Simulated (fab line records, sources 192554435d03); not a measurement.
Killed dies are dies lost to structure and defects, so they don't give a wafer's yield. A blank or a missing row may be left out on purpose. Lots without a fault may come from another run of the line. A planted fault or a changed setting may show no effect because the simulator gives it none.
Problem report in the 8D (eight disciplines) form, filled by code | flow n5_finfet | the parts of the form that need people (team, actions taken, sign-off) are left out

1. THE PROBLEM
HK_THK at N5_HKMG_FIN_THK_MEAS_70 reads a mean of 1.346 nm on 6 wafers of 2 lots; wafers without a fault read 1.611 nm with a standard deviation of 0.018. That is -15 standard deviations from the usual mean.
The step: measures by xrf.
First seen on wafer L204.3, day 8 00:57, on film_metro-02. The record holds 27 wafers of 9 lots with a number at this step. Rule for "out", or "out of limits": more than 4 standard deviations from the usual mean. The other wafers with a number count as sound.

2. WHAT IT IS AND WHAT IT IS NOT
question                    | is                     | is not
which readings at this step | HK_THK                 | -
which lots                  | L204, L205             | L188, L191, L193, L195, L208, L209, L211
which wafers of those lots  | all that have a number | -
read on which gauges        | film_metro-02          | film_metro-01
when                        | from day 8 00:57       | up to then (12 sound wafers); but 9 sound wafers of L208, L209, L211 came after

3. SUSPECTS, AND WHAT RULES EACH OUT
Counting: a tool at a process step up to the reading stays a suspect if it ran every lot that is out and no sound lot after the first of them.
- the gauge at N5_HKMG_FIN_THK_MEAS_70: kept. All the wafers that are out were read on film_metro-02, and no step on other tools shows them out.
- ald_hk-03 at N5_HKMG_FIN_HK_ALD_01 (deposits HfO2, target thk 1.6 nm, pulse time 3 s, purge time 3 s): kept. It ran every lot that is out, first L204 (day 7 21:36), and no sound lot after that; its last sound lot up to then is L193 (day 5 06:35).
Left after counting: ald_hk-03 at N5_HKMG_FIN_HK_ALD_01, film_metro-02 at N5_HKMG_FIN_THK_MEAS_70.

4. THE CAUSE (what the simulator had put in)
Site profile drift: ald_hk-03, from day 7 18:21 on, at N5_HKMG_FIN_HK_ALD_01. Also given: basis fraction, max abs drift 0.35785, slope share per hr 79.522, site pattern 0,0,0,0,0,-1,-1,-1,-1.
Counting left 2 suspects, and this tool is among them.

5. THE CHAIN OF EFFECTS, in route order
Each row: a reading whose mean over the struck wafers that have a number lies more than 3 standard deviations from the usual. Only readings for which the record gives a usual standard deviation are gone through. hours: the time from each lot's start at the first step in this table that gives one to its start at this step, as a median over the lots. sigmas: the change in usual standard deviations.
hours | step                    | reading | usual    | on struck wafers | change | sigmas
0     | N5_HKMG_FIN_THK_MEAS_70 | HK_THK  | 1.611 nm | 1.346            | -0.265 | -15
Later measuring or inspecting steps at which every struck wafer that the step has a row for has a number for every such reading, and none has moved that far: N5_BEOL_M4_RC_MEAS_101.

6. WHAT WOULD HAVE CAUGHT IT SOONER
In this record the first reading out of limits at a measuring or inspecting step was taken at day 8 00:57, 7 hours after the fault began at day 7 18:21.
Of the tool readings at N5_HKMG_FIN_HK_ALD_01 for which the record gives a usual standard deviation, none was out on any struck wafer, so an alarm limit of 4 standard deviations on them would not have fired.
Of the lots that are out (2), L205 began N5_HKMG_FIN_HK_ALD_01 on ald_hk-03 after day 8 00:57. A hold on the tool at that time would have spared it.
